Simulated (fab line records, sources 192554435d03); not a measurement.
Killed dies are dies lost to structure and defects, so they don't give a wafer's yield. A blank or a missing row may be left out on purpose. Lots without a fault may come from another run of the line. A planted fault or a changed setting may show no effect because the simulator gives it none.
Chamber matching | flow n5_finfet | N5_FIN_CUT_ETCH_30 on rie_diel-01: 4 sister chambers
The step etches underlayer in N2/H2, target depth 13 nm, time 10.4 s. 8 wafers are shown with their chamber, then 8 later ones without.

WAFERS WITH THEIR CHAMBER
wafer  | chamber | showerhead_plenum_p_Torr (Torr) | drypump_motor_current_A (A)
L075.4 | 3       | 2.55                            | 5.2
L081.5 | 1       | 2.73                            | 5.8
L083.2 | 2       | 2.40                            | 4.8
L083.4 | 3       | 2.55                            | 5.2
L085.2 | 2       | 2.40                            | 4.8
L085.3 | 0       | 2.66                            | 6.2
L085.4 | 1       | 2.72                            | 5.9
L086.1 | 0       | 2.66                            | 6.1

WAFERS WITHOUT THEIR CHAMBER
wafer  | showerhead_plenum_p_Torr (Torr) | drypump_motor_current_A (A)
L086.3 | 2.72                            | 5.8
L086.4 | 2.66                            | 6.2
L094.1 | 2.71                            | 4.8
L094.4 | 2.65                            | 6.1
L094.6 | 2.71                            | 4.8
L095.1 | 2.71                            | 5.8
L095.3 | 2.65                            | 6.2
L095.4 | 2.54                            | 5.2

WHICH CHAMBER EACH WENT THROUGH
wafer  | from the rows above | in truth
L086.3 | 1                   | 1
L086.4 | 0                   | 0
L094.1 | 1                   | 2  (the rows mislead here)
L094.4 | 0                   | 0
L094.6 | 1                   | 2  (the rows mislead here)
L095.1 | 1                   | 1
L095.3 | 0                   | 0
L095.4 | 3                   | 3
Placed correctly: 6 of 8. Can't be placed from these rows: 0. Placed wrongly: 2.
How it was worked out, from the rows above alone: a wafer's distance from a chamber is the root of the sum, over the readings, of the square of ((its reading less the chamber's mean) divided by the reading's scatter). The wafer belongs to the nearest chamber; if the next one is less than 2 further off, it can't be placed. A chamber's mean is the mean of its shown wafers. The scatter: the root of (the sum of the squares of (reading less its chamber's mean) over the shown wafers, divided by (wafers less chambers)).
